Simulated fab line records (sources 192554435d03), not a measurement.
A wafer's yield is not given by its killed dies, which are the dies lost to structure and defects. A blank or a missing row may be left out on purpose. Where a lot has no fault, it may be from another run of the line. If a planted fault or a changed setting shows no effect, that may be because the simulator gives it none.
fab line records | flow n5_finfet
record: lots: 24 wafers: 72 last_day: 17
route steps=1938 shown FIN_SAQP@152 ILD0@343 SDB@347 HKMG_FIN@413
lots untouched by any fault: they come from a run of this same line in which no faults occurred
start_h: hours from the record's opening day to when the first of the lot's shown wafers began | wait_h: hours from the lot's prior step to this one | " same as the row above | L1.1+2: a single row standing in for several wafers | - either no value or no given start | * or withheld: withheld | < > ~ a bound
route shown NAME@n: names a module that has steps shown in the file, with the first one's number in the route | usual: mean/standard deviation of fault-free wafers | same: alike in all rows | chamber/n: place in a boat | sites: per-site readings | _std_site: standard deviation across them | _edge_site: mean of outer sites minus mean of inner sites | radius_mm: for every site, how far away it sits from the centre of the wafer | mask NAME#n: copy n | behind: the tool/chamber that last shaped the wafer | hold: reason for holding the lot/hours on hold/outcome of the hold | device: which transistor (n, p or np) failed to switch | end of line: the route-end tests of the same wafers | a step with no rows: only its recipe | killed: count of dies lost to structure and defects at first sort (not the wafer's yield) | map: a wafer's dies, marking killed ones x, the rest . and places with no die _
set.NAME: the setting as run; set.NAME@STEP: as run at that earlier step | model.NAME: the simulator's own value behind a step, which no gauge read
steps of the route over a sample of lots; a table a step, a row a wafer
services: from which hour (start_h, from the record's first day; less than 0 if before it) a tool's chamber was out of use, for how many hours, and why
== steps ==
step: N5_FIN_SAQP_OCD_MEAS_76
usual: trench_depth_nm: 121.6/2
columns lot.wafer tool chamber start_h wait_h trench_depth_nm
L074.2 ocd-02 - 27.59 0.0 120.8
L074.4 " - " " 122.4
L074.5 " - " " 124.8
L075.1 ocd-02 - 33.59 0.0 122.9
L075.3 " - " " 119.3
L075.6 " - " " 123.7
L076.1 ocd-02 - 40.01 0.0 120.2
L076.2 " - " " 123.2
L076.3 " - " " 122.7
L077.2 ocd-01 - 43.98 0.0 125.1
L077.3 " - " " 120.9
L077.6 " - " " 126.0
L078.2 ocd-01 - 50.42 0.0 118.7
L078.3 " - " " 121.0
L078.5 " - " " 120.2
L079.1 ocd-01 - 56.26 0.0 123.3
L079.4 " - " " 121.7
L079.6 " - " " 123.9
L080.2 ocd-01 - 62.18 0.0 122.8
L080.3 " - " " 119.2
L080.6 " - " " 120.9
L081.2 ocd-01 - 68.36 0.0 122.8
L081.3 " - " " 119.9
L081.4 " - " " 120.6
L082.1 ocd-01 - 75.63 0.0 119.6
L082.2 " - " " 121.4
L082.4 " - " " 120.7
L083.1 ocd-01 - 82.79 0.0 121.8
L083.3 " - " " 121.0
L083.6 " - " " 117.9
L084.1 ocd-01 - 86.65 0.0 123.9
L084.5 " - " " 118.8
L084.6 " - " " 125.7
L085.4 ocd-02 - 93.40 0.0 121.0
L085.5 " - " " 118.8
L085.6 " - " " 121.1
L086.1 ocd-02 - 100.94 0.0 121.6
L086.3 " - " " 122.9
L086.4 " - " " 121.6
L087.2 ocd-01 - 105.70 0.0 121.1
L087.5 " - " " 117.9
L087.6 " - " " 121.2
L088.1 ocd-01 - 109.93 0.0 121.4
L088.2 " - " " 123.2
L088.6 " - " " 122.0
L089.1 ocd-02 - 116.54 0.0 124.2
L089.3 " - " " 125.5
L089.5 " - " " 120.2
L090.3 ocd-01 - 122.88 0.0 120.2
L090.4 " - " " 122.4
L090.6 " - " " 124.9
L091.1 ocd-02 - 129.22 0.0 124.2
L091.3 " - " " 125.0
L091.5 " - " " 123.5
L092.1 ocd-01 - 135.77 0.0 120.6
L092.2 " - " " 122.2
L092.6 " - " " 120.6
L093.1 ocd-01 - 142.02 0.0 124.1
L093.3 " - " " 120.4
L093.4 " - " " 122.3
L094.1 ocd-02 - 149.17 0.0 118.7
L094.5 " - " " 121.9
L094.6 " - " " 119.2
L095.2 ocd-02 - 153.28 0.0 119.4
L095.3 " - " " 118.4
L095.5 " - " " 119.4
L096.1 ocd-01 - 158.12 0.0 120.6
L096.2 " - " " 120.6
L096.5 " - " " 120.9
L097.2 ocd-01 - 164.28 0.0 120.4
L097.3 " - " " 119.0
L097.6 " - " " 121.0
step: N5_ILD0_ALD_15
recipe: material: SiNx target_thk_a: 240 temp_c: 400 ald_precursor_family: SiH2I2 ald_co_reactant: N2/H2-plasma pulse_time_s: 1 ald_cycles: 480 purge_time_s: 2 co_reactant_purge_time_s: 2 pressure_torr: 2
usual: heater_power_w: 855/130 precursor_pulse_height_rel: 1.000/0.018
columns lot.wafer tool chamber start_h wait_h heater_power_w precursor_pulse_height_rel
L074.2 ald_sin-04 0 62.45 0.6 858 1.002
L074.4 " 0 63.54 1.5 876 0.972
L074.5 " 2 " " 691 1.016
L075.1 ald_sin-03 1 70.23 0.6 731 1.014
L075.3 " 0 " " 876 0.943
L075.6 " 2 71.32 1.1 945 0.984
L076.1 ald_sin-01 0 76.16 1.0 826 1.028
L076.2 " 3 " " 892 1.026
L076.3 " 1 " " 833 1.002
L077.2 ald_sin-04 3 83.25 0.5 896 1.002
L077.3 " 1 " " 1087 1.018
L077.6 " 0 84.34 1.1 866 0.990
L078.2 ald_sin-04 1 87.52 0.5 1090 0.978
L078.3 " 3 " " 871 1.011
L078.5 " 1 88.60 1.3 1067 0.955
L079.1 ald_sin-04 1 94.54 1.3 1107 1.009
L079.4 " 2 " " 687 0.948
L079.6 " 1 95.63 1.9 1076 0.984
L080.2 ald_sin-04 3 97.86 0.5 894 1.006
L080.3 " 1 " " 1095 1.018
L080.6 " 3 98.95 1.1 867 0.996
L081.2 ald_sin-03 0 105.69 0.5 889 1.023
L081.3 " 1 " " 762 0.998
L081.4 " 2 " " 941 0.997
L082.1 ald_sin-04 2 111.58 0.7 683 0.980
L082.2 " 1 " " 1080 1.019
L082.4 " 3 " " 884 1.053
L083.1 ald_sin-01 1 117.86 0.6 871 0.983
L083.3 " 2 " " 716 0.992
L083.6 " 2 118.95 1.1 702 0.982
L084.1 ald_sin-04 2 126.05 0.6 687 0.976
L084.5 " 3 127.13 1.2 884 1.009
L084.6 " 0 " " 884 1.001
L085.4 ald_sin-01 3 130.63 1.3 891 1.010
L085.5 " 0 " " 826 1.000
L085.6 " 2 " " 698 1.007
L086.1 ald_sin-04 2 139.67 0.6 672 1.023
L086.3 " 1 " " 1126 0.962
L086.4 " 3 " " 910 1.000
L087.2 ald_sin-01 1 141.63 0.5 851 1.002
L087.5 " 3 142.71 1.2 891 0.980
L087.6 " 2 " " 704 1.033
L088.1 ald_sin-04 0 146.43 0.7 881 0.990
L088.2 " 1 " " 1113 1.017
L088.6 " 2 147.51 1.2 682 1.003
L089.1 ald_sin-03 1 152.48 0.6 752 1.021
L089.3 " 0 " " 932 1.021
L089.5 " 2 153.56 1.2 987 0.987
L090.3 ald_sin-01 1 161.15 0.4 856 0.982
L090.4 " 3 162.23 1.3 884 1.003
L090.6 " 1 " " 847 1.002
L091.1 ald_sin-01 1 167.43 0.6 860 1.003
L091.3 " 2 " " 719 0.991
L091.5 " 2 168.52 1.2 707 1.006
L092.1 ald_sin-01 2 173.45 0.9 732 1.027
L092.2 " 0 " " 822 0.992
L092.6 " 0 174.54 1.5 813 1.035
L093.1 ald_sin-03 3 176.78 0.6 751 1.009
L093.3 " 2 " " 966 0.995
L093.4 " 1 " " 748 1.015
L094.1 ald_sin-04 0 187.19 2.2 889 1.007
L094.5 " 0 188.27 2.8 894 1.010
L094.6 " 3 " " 903 0.985
L095.2 ald_sin-04 0 190.49 0.5 877 1.023
L095.3 " 3 " " 875 1.031
L095.5 " 1 191.58 1.2 1092 1.022
L096.1 ald_sin-04 3 194.36 1.2 895 0.998
L096.2 " 0 " " 880 0.984
L096.5 " 3 195.45 1.8 896 1.003
L097.2 ald_sin-04 2 202.41 0.5 686 1.017
L097.3 " 0 " " 885 1.007
L097.6 " 0 203.50 1.1 876 1.015
step: N5_SDB_HM_DEP_00
recipe: material: SiNx target_thk_a: 400 temp_c: 400 precursor: SiH4/NH3/N2 pressure_torr: 1.5 rf_w: 300 time_s: 35.3
usual: heater_power_w: 766/83 rf_fwd_power_W: 297.6/1.3 showerhead_plenum_p_Torr: 5.10/0.078 throttle_valve_pct: 40.3/2.1
columns lot.wafer tool chamber start_h wait_h heater_power_w rf_fwd_power_W showerhead_plenum_p_Torr throttle_valve_pct
L074.2 pecvd-02 2 65.01 0.0 679 298.1 5.12 37.2
L074.4 " 1 " " 674 295.9 5.08 39.5
L074.5 " 0 " " 854 299.3 5.17 41.8
L075.1 pecvd-04 1 72.79 0.0 804 296.1 5.20 40.8
L075.3 " 2 " " 838 298.2 5.06 37.3
L075.6 " 1 " " 794 297.7 5.20 40.7
L076.1 pecvd-01 2 78.72 0.0 740 296.5 5.08 41.4
L076.2 " 0 " " 909 298.9 5.09 38.6
L076.3 " 1 " " 660 296.2 4.93 44.7
L077.2 pecvd-01 2 85.81 0.0 760 297.1 5.07 41.5
L077.3 " 1 " " 715 295.0 4.93 44.2
L077.6 " 0 " " 858 298.2 5.08 38.4
L078.2 pecvd-04 2 90.07 0.0 935 297.7 5.06 37.4
L078.3 " 1 " " 777 296.9 5.20 40.8
L078.5 " 2 " " 951 297.5 5.06 37.7
L079.1 pecvd-01 2 97.10 0.0 750 297.3 5.08 41.5
L079.4 " 1 " " 669 297.2 4.94 44.5
L079.6 " 0 " " 911 298.7 5.07 38.3
L080.2 pecvd-02 2 100.42 0.0 692 297.9 5.12 37.6
L080.3 " 0 " " 749 298.7 5.17 42.3
L080.6 " 0 " " 728 297.8 5.17 42.2
L081.2 pecvd-02 2 108.24 0.0 741 298.3 5.12 37.4
L081.3 " 1 " " 640 295.2 5.08 39.2
L081.4 " 2 " " 749 298.4 5.11 37.6
L082.1 pecvd-01 1 114.14 0.0 703 295.3 4.96 44.4
L082.2 " 0 " " 815 299.7 5.09 38.5
L082.4 " 2 " " 703 297.2 5.07 41.6
L083.1 pecvd-04 2 120.42 0.0 926 297.9 5.05 37.7
L083.3 " 0 " " 785 297.7 5.19 40.2
L083.6 " 1 " " 818 296.4 5.21 40.8
L084.1 pecvd-04 1 128.60 0.0 819 297.2 5.21 40.7
L084.5 " 2 " " 841 299.2 5.06 37.9
L084.6 " 1 " " 810 296.6 5.22 40.8
L085.4 pecvd-02 0 132.13 0.1 849 298.9 5.17 42.3
L085.5 " 1 " " 633 297.3 5.09 39.4
L085.6 " 2 " " 677 298.7 5.11 37.6
L086.1 pecvd-02 1 142.23 0.0 682 296.1 5.10 39.5
L086.3 " 0 " " 881 300.0 5.18 42.1
L086.4 " 0 " " 879 300.3 5.17 42.2
L087.2 pecvd-02 0 144.19 0.0 863 299.4 5.18 42.1
L087.5 " 2 " " 686 298.8 5.12 38.0
L087.6 " 1 " " 652 295.6 5.10 39.4
L088.1 pecvd-04 1 148.98 0.0 821 296.4 5.20 40.7
L088.2 " 0 " " 731 296.0 5.19 40.2
L088.6 " 2 " " 918 295.9 5.06 37.9
L089.1 pecvd-02 1 155.03 0.0 653 297.3 5.09 39.4
L089.3 " 2 " " 707 297.9 5.12 37.8
L089.5 " 0 " " 849 299.6 5.18 42.3
L090.3 pecvd-02 2 163.70 0.0 706 297.8 5.13 37.9
L090.4 " 2 " " 716 299.0 5.13 37.6
L090.6 " 1 " " 651 297.9 5.09 39.5
L091.1 pecvd-04 2 169.99 0.0 787 297.5 5.05 38.1
L091.3 " 1 " " 809 296.5 5.21 40.8
L091.5 " 2 " " 788 296.4 5.06 37.8
L092.1 pecvd-01 2 176.01 0.0 812 295.6 5.07 41.7
L092.2 " 1 " " 677 295.0 4.93 44.5
L092.6 " 2 " " 810 297.4 5.08 41.6
L093.1 pecvd-01 0 179.34 0.0 874 300.7 5.08 38.5
L093.3 " 2 " " 671 297.1 5.07 41.7
L093.4 " 2 " " 676 294.9 5.07 41.3
L094.1 pecvd-01 1 189.74 0.0 661 298.5 4.94 44.2
L094.5 " 1 " " 673 297.8 4.93 44.4
L094.6 " 2 " " 692 297.5 5.06 41.5
L095.2 pecvd-04 2 193.05 0.0 831 297.3 5.05 38.2
L095.3 " 0 " " 848 297.1 5.19 39.9
L095.5 " 0 " " 839 298.1 5.21 39.8
L096.1 pecvd-01 0 196.92 0.0 860 299.0 5.08 38.7
L096.2 " 2 " " 767 297.3 5.06 41.6
L096.5 " 1 " " 670 297.6 4.94 44.6
L097.2 pecvd-02 2 204.97 0.0 772 298.2 5.12 38.4
L097.3 " 1 " " 648 297.4 5.08 39.4
L097.6 " 2 " " 789 298.7 5.13 38.2
step: N5_SDB_CD_MEAS_11
recipe: target_cd_nm: 50 landing_energy_ev: 500 detector: se_inlens polarity: opening
usual: cd_nm: 50.2/1.1
columns lot.wafer tool chamber start_h wait_h cd_nm
L074.2 cd_sem-03 0 65.46 - 51.6
L074.4 " 0 " " 49.7
L074.5 " 0 " " 50.8
L075.1 cd_sem-03 0 73.24 - 49.0
L075.3 " 0 " " 50.8
L075.6 " 0 " " 48.7
L076.1 cd_sem-03 0 79.17 - 49.0
L076.2 " 0 " " 50.3
L076.3 " 0 " " 49.3
L077.2 cd_sem-01 0 86.26 - 49.0
L077.3 " 0 " " 51.2
L077.6 " 0 " " 51.4
L078.2 cd_sem-01 0 91.73 - 49.2
L078.3 " 0 " " 51.4
L078.5 " 0 " " 49.6
L079.1 cd_sem-03 0 97.42 - 51.9
L079.4 " 0 " " 50.7
L079.6 " 0 " " 52.9
L080.2 cd_sem-03 0 100.87 - 50.4
L080.3 " 0 " " 50.8
L080.6 " 0 " " 49.4
L081.2 cd_sem-03 0 108.57 - 49.5
L081.3 " 0 " " 47.9
L081.4 " 0 " " 49.0
L082.1 cd_sem-02 0 114.46 - 50.8
L082.2 " 0 " " 51.0
L082.4 " 0 " " 50.9
L083.1 cd_sem-01 0 120.74 - 49.9
L083.3 " 0 " " 50.8
L083.6 " 0 " " 50.6
L084.1 cd_sem-01 0 129.05 - 49.1
L084.5 " 0 " " 50.1
L084.6 " 0 " " 48.2
L085.4 cd_sem-03 0 132.55 - 49.7
L085.5 " 0 " " 50.2
L085.6 " 0 " " 50.9
L086.1 cd_sem-01 0 142.68 - 48.5
L086.3 " 0 " " 49.0
L086.4 " 0 " " 49.6
L087.2 cd_sem-03 0 144.64 - 47.8
L087.5 " 0 " " 50.0
L087.6 " 0 " " 48.7
L088.1 cd_sem-01 0 149.43 - 51.7
L088.2 " 0 " " 49.9
L088.6 " 0 " " 53.2
L089.1 cd_sem-03 0 155.36 - 49.0
L089.3 " 0 " " 51.3
L089.5 " 0 " " 50.7
L090.3 cd_sem-03 0 164.16 - 49.5
L090.4 " 0 " " 49.3
L090.6 " 0 " " 49.7
L091.1 cd_sem-03 0 170.44 - 49.3
L091.3 " 0 " " 50.9
L091.5 " 0 " " 52.3
L092.1 cd_sem-02 0 176.46 - 51.5
L092.2 " 0 " " 49.8
L092.6 " 0 " " 50.1
L093.1 cd_sem-01 0 179.79 - 50.5
L093.3 " 0 " " 51.8
L093.4 " 0 " " 49.1
L094.1 cd_sem-03 0 190.07 - 51.9
L094.5 " 0 " " 50.4
L094.6 " 0 " " 52.4
L095.2 cd_sem-02 0 193.50 - 50.5
L095.3 " 0 " " 49.6
L095.5 " 0 " " 50.0
L096.1 cd_sem-02 0 197.37 - 51.0
L096.2 " 0 " " 51.3
L096.5 " 0 " " 49.3
L097.2 cd_sem-03 0 205.30 - 50.2
L097.3 " 0 " " 50.6
L097.6 " 0 " " 49.2
step: N5_SDB_HM_OPEN_20
recipe: chemistry: CH3F/O2 target: SiNx mask_material: SOC target_depth_a: 240 stop_on: poly-Si over_etch_frac: 0.4 ion_energy_ev: 120 pressure_mtorr: 30 source_w: 395 bias_w: 73 Ar_flow_sccm: 150 CH3F_flow_sccm: 30 O2_flow_sccm: 20
usual: chamber_pressure_mTorr: 29.999/0.027 drypump_motor_current_A: 5.7/0.49 oes_product_au: 0.66/0.073 rf_fwd_power_W: 392.4/1.4 rf_vpp_V: 301/4.6 showerhead_plenum_p_Torr: 1.99/0.063 throttle_valve_pct: 16.28/0.26
columns lot.wafer tool chamber start_h wait_h chamber_pressure_mTorr drypump_motor_current_A oes_product_au rf_fwd_power_W rf_hours_counter_h rf_vpp_V showerhead_plenum_p_Torr throttle_valve_pct
L074.2 rie_diel-01 3 65.78 0.0 29.934 5.2 0.74 394.4 7 304 1.97 16.27
L074.4 " 0 " " 30.029 5.1 0.71 390.2 - 300 1.97 15.96
L074.5 " 2 " " 30.042 5.8 0.60 391.9 - 298 1.98 16.66
L075.1 rie_diel-03 3 73.56 0.0 30.066 5.6 0.71 392.1 60 303 2.11 16.26
L075.3 " 0 " " 30.023 5.5 0.57 394.4 214 295 1.90 16.20
L075.6 " 3 " " 30.012 5.7 0.72 393.1 - 303 2.11 16.25
L076.1 rie_diel-03 0 79.49 0.0 30.012 5.5 0.57 393.9 217 295 1.89 16.22
L076.2 " 3 " " 30.006 5.6 0.69 393.9 63 302 2.11 16.24
L076.3 " 1 " " 30.037 6.7 0.56 391.4 255 305 1.95 16.53
L077.2 rie_diel-01 3 86.58 0.0 29.989 5.2 0.73 395.4 16 305 1.97 16.29
L077.3 " 2 " " 29.993 5.8 0.58 392.9 190 298 1.97 16.66
L077.6 " 0 " " 30.028 5.1 0.72 390.8 - 300 1.96 15.96
L078.2 rie_diel-01 3 92.28 0.0 30.005 5.2 0.72 393.5 18 305 1.97 16.30
L078.3 " 2 " " 30.051 5.8 0.59 391.8 192 298 1.97 16.64
L078.5 " 1 " " 30.010 5.6 0.78 393.9 - 298 2.04 15.83
L079.1 rie_diel-03 3 97.74 0.0 29.980 5.6 0.68 391.8 70 303 2.11 16.26
L079.4 " 2 " " 29.936 5.9 0.77 393.1 - 307 1.96 16.16
L079.6 " 3 " " 29.986 5.6 0.69 392.3 - 303 2.11 16.27
L080.2 rie_diel-05 0 101.19 0.0 29.995 5.6 0.70 391.7 43 302 2.10 15.82
L080.3 " 3 " " 30.029 5.6 0.61 391.9 164 292 2.01 16.45
L080.6 " 1 " " 29.995 5.5 0.61 394.0 - 298 2.00 16.76
L081.2 rie_diel-01 0 108.89 0.0 30.039 5.1 0.70 392.5 42 301 1.96 15.99
L081.3 " 2 " " 30.021 5.8 0.59 391.5 199 299 1.97 16.66
L081.4 " 0 " " 30.017 5.0 0.71 391.5 - 300 1.96 15.98
L082.1 rie_diel-03 3 114.80 0.0 29.956 5.7 0.69 391.4 77 301 2.11 16.26
L082.2 " 2 " " 30.024 5.9 0.73 393.8 14 307 1.96 16.15
L082.4 " 1 " " 30.017 6.7 0.78 393.4 6 307 1.95 16.05
L083.1 rie_diel-03 2 121.11 0.0 29.992 5.9 0.72 390.2 17 307 1.96 16.16
L083.3 " 0 " " 29.971 5.5 0.56 391.7 233 295 1.89 16.25
L083.6 " 1 " " 29.990 6.7 0.77 393.7 - 306 1.95 16.04
L084.1 rie_diel-01 1 129.84 0.0 29.998 5.6 0.75 393.2 13 296 2.03 15.83
L084.5 " 2 " " 29.971 5.8 0.59 391.7 - 297 1.97 16.69
L084.6 " 3 " " 30.028 5.2 0.71 393.9 - 303 1.96 16.33
L085.4 rie_diel-01 3 132.87 0.0 29.980 5.2 0.71 392.8 35 303 1.96 16.33
L085.5 " 1 " " 30.003 5.6 0.76 392.9 - 296 2.03 15.85
L085.6 " 0 " " 30.002 5.1 0.69 389.7 - 301 1.96 16.01
L086.1 rie_diel-05 1 142.99 0.0 29.992 5.5 0.61 393.3 185 297 2.00 16.80
L086.3 " 2 " " 30.006 6.1 0.57 392.7 212 298 2.05 16.49
L086.4 " 3 " " 29.977 5.6 0.59 393.3 180 292 2.01 16.50
L087.2 rie_diel-03 2 145.72 0.0 30.019 5.9 0.74 392.1 20 307 1.96 16.16
L087.5 " 2 " " 30.049 5.9 0.75 392.6 - 307 1.96 16.15
L087.6 " 1 " " 30.005 6.7 0.78 393.4 - 306 1.95 16.07
L088.1 rie_diel-05 3 149.75 0.0 30.016 5.6 0.60 391.0 182 291 2.01 16.48
L088.2 " 1 " " 29.992 5.5 0.60 391.8 187 297 2.00 16.81
L088.6 " 2 " " 29.997 6.1 0.59 391.2 - 297 2.05 16.49
L089.1 rie_diel-03 0 156.61 0.0 30.034 5.5 0.56 394.1 240 297 1.89 16.26
L089.3 " 1 " " 29.968 6.7 0.77 390.7 16 305 1.95 16.07
L089.5 " 0 " " 29.964 5.5 0.57 395.4 - 294 1.89 16.27
L090.3 rie_diel-03 3 164.61 0.0 29.996 5.6 0.68 392.7 89 302 2.10 16.30
L090.4 " 0 " " 30.019 5.5 0.57 396.4 242 294 1.89 16.27
L090.6 " 1 " " 30.051 6.7 0.77 392.8 - 308 1.95 16.07
L091.1 rie_diel-03 1 171.03 0.0 29.959 6.7 0.75 390.5 21 307 1.95 16.08
L091.3 " 2 " " 30.000 5.9 0.72 391.1 29 307 1.95 16.19
L091.5 " 1 " " 29.998 6.7 0.75 392.3 - 304 1.95 16.07
L092.1 rie_diel-05 2 176.78 0.0 30.044 6.2 0.56 392.6 225 298 2.05 16.52
L092.2 " 3 " " 30.020 5.6 0.59 390.0 191 291 2.00 16.51
L092.6 " 2 " " 30.031 6.2 0.57 391.8 - 296 2.05 16.51
L093.1 rie_diel-01 1 180.16 0.0 29.971 5.6 0.73 391.0 34 296 2.03 15.88
L093.3 " 3 " " 29.991 5.2 0.68 394.0 50 304 1.96 16.36
L093.4 " 2 " " 29.988 5.8 0.57 391.0 228 298 1.96 16.73
L094.1 rie_diel-03 3 190.71 0.0 29.961 5.6 0.68 392.6 100 302 2.10 16.32
L094.5 " 1 " " 30.034 6.7 0.76 395.4 - 306 1.94 16.10
L094.6 " 3 " " 30.034 5.6 0.68 391.6 - 301 2.10 16.32
L095.2 rie_diel-01 2 193.82 0.0 29.998 5.8 0.57 391.1 233 300 1.96 16.73
L095.3 " 0 " " 30.035 5.1 0.65 388.0 77 300 1.95 16.05
L095.5 " 2 " " 30.026 5.7 0.57 390.7 - 297 1.96 16.74
L096.1 rie_diel-05 0 197.68 0.0 30.017 5.5 0.67 392.3 72 303 2.09 15.89
L096.2 " 1 " " 29.985 5.5 0.60 391.5 204 296 1.99 16.84
L096.5 " 2 " " 29.949 6.2 0.58 392.9 - 297 2.05 16.53
L097.2 rie_diel-03 1 205.62 0.0 30.020 6.7 0.73 392.9 37 306 1.94 16.10
L097.3 " 3 " " 30.016 5.6 0.66 391.1 108 302 2.10 16.32
L097.6 " 1 " " 29.987 6.7 0.74 392.5 - 306 1.94 16.12
step: N5_HKMG_FIN_CVD_62
recipe: material: a-Si target_thk_a: 30 temp_c: 500 precursor: Si2H6 pressure_torr: 1 time_s: 20.8
usual: heater_power_w: 1415/73
columns lot.wafer tool chamber start_h wait_h heater_power_w
L074.2 thermal_cvd_si-01 2 72.84 0.2 1484
L074.4 " 0 " " 1496
L074.5 " 2 " " 1459
L075.1 thermal_cvd_si-02 2 82.07 0.2 1351
L075.3 " 1 " " 1454
L075.6 " 2 " " 1349
L076.1 thermal_cvd_si-01 2 87.28 0.2 1445
L076.2 " 0 " " 1496
L076.3 " 1 " " 1334
L077.2 thermal_cvd_si-02 2 93.70 0.2 1366
L077.3 " 0 " " 1361
L077.6 " 0 " " 1303
L078.2 thermal_cvd_si-01 1 99.78 0.2 1309
L078.3 " 0 " " 1549
L078.5 " 0 " " 1519
L079.1 thermal_cvd_si-02 1 105.06 0.2 1476
L079.4 " 0 " " 1342
L079.6 " 1 " " 1417
L080.2 thermal_cvd_si-01 0 108.43 0.2 1552
L080.3 " 1 " " 1318
L080.6 " 0 " " 1507
L081.2 thermal_cvd_si-02 2 115.99 0.2 1363
L081.3 " 0 " " 1319
L081.4 " 0 " " 1358
L082.1 thermal_cvd_si-01 2 122.04 0.2 1518
L082.2 " 0 " " 1509
L082.4 " 2 " " 1469
L083.1 thermal_cvd_si-02 2 128.42 0.2 1396
L083.3 " 1 " " 1452
L083.6 " 1 " " 1469
L084.1 thermal_cvd_si-01 1 137.87 0.2 1348
L084.5 " 1 " " 1306
L084.6 " 0 " " 1495
L085.4 thermal_cvd_si-02 1 141.56 0.1 1455
L085.5 " 2 " " 1382
L085.6 " 0 " " 1377
L086.1 thermal_cvd_si-01 0 151.66 0.2 1530
L086.3 " 1 " " 1312
L086.4 " 0 " " 1506
L087.2 thermal_cvd_si-02 2 153.69 0.2 1393
L087.5 " 0 " " 1376
L087.6 " 2 " " 1349
L088.1 thermal_cvd_si-01 0 156.82 0.2 1500
L088.2 " 2 " " 1484
L088.6 " 0 " " 1503
L089.1 thermal_cvd_si-02 1 163.74 0.2 1456
L089.3 " 2 " " 1378
L089.5 " 0 " " 1352
L090.3 thermal_cvd_si-01 2 171.70 0.2 1466
L090.4 " 1 " " 1306
L090.6 " 2 " " 1493
L091.1 thermal_cvd_si-02 0 178.24 0.2 1365
L091.3 " 1 " " 1451
L091.5 " 0 " " 1373
L092.1 thermal_cvd_si-01 2 184.42 0.2 1471
L092.2 " 0 " " 1550
L092.6 " 1 " " 1316
L093.1 thermal_cvd_si-02 0 187.81 0.2 1372
L093.3 " 2 " " 1353
L093.4 " 1 " " 1476
L094.1 thermal_cvd_si-01 0 198.56 0.2 1522
L094.5 " 0 " " 1537
L094.6 " 2 " " 1488
L095.2 thermal_cvd_si-02 0 200.84 0.2 1365
L095.3 " 1 " " 1472
L095.5 " 1 " " 1425
L096.1 thermal_cvd_si-01 1 204.68 0.2 1298
L096.2 " 2 " " 1538
L096.5 " 2 " " 1452
L097.2 thermal_cvd_si-02 1 213.11 0.2 1433
L097.3 " 0 " " 1382
L097.6 " 1 " " 1469
== services ==
columns tool chamber start_h hours kind
ald_sin-01 2 54.48 36.2 repair
ald_sin-04 3 56.58 13.4 repair
rie_diel-03 2 57.20 - clean
rie_diel-03 2 57.20 - consumable_replace:focus_ring
ald_sin-01 3 63.34 11.1 repair
pecvd-02 2 75.30 3.9 repair
rie_diel-05 0 77.23 7.1 repair
thermal_cvd_si-02 0 82.01 7.6 repair
ald_sin-03 - 85.54 14.0 pm
rie_diel-01 1 94.09 2.9 repair
pecvd-01 - 99.28 2.8 pm
ald_sin-01 2 121.58 1.6 repair
rie_diel-05 0 122.16 10.0 repair
rie_diel-03 - 128.90 15.6 pm
pecvd-01 2 135.18 6.6 repair
pecvd-04 - 150.90 5.4 repair
ald_sin-01 0 155.56 9.1 repair
rie_diel-03 0 168.28 7.7 repair
thermal_cvd_si-01 0 174.50 4.9 repair
ald_sin-01 - 176.91 14.0 pm
rie_diel-01 - 178.16 0.7 repair
ald_sin-03 - 183.57 6.1 pm
ald_sin-01 0 211.20 20.1 repair
rie_diel-05 1 213.01 3.8 repair
== key ==
fault none
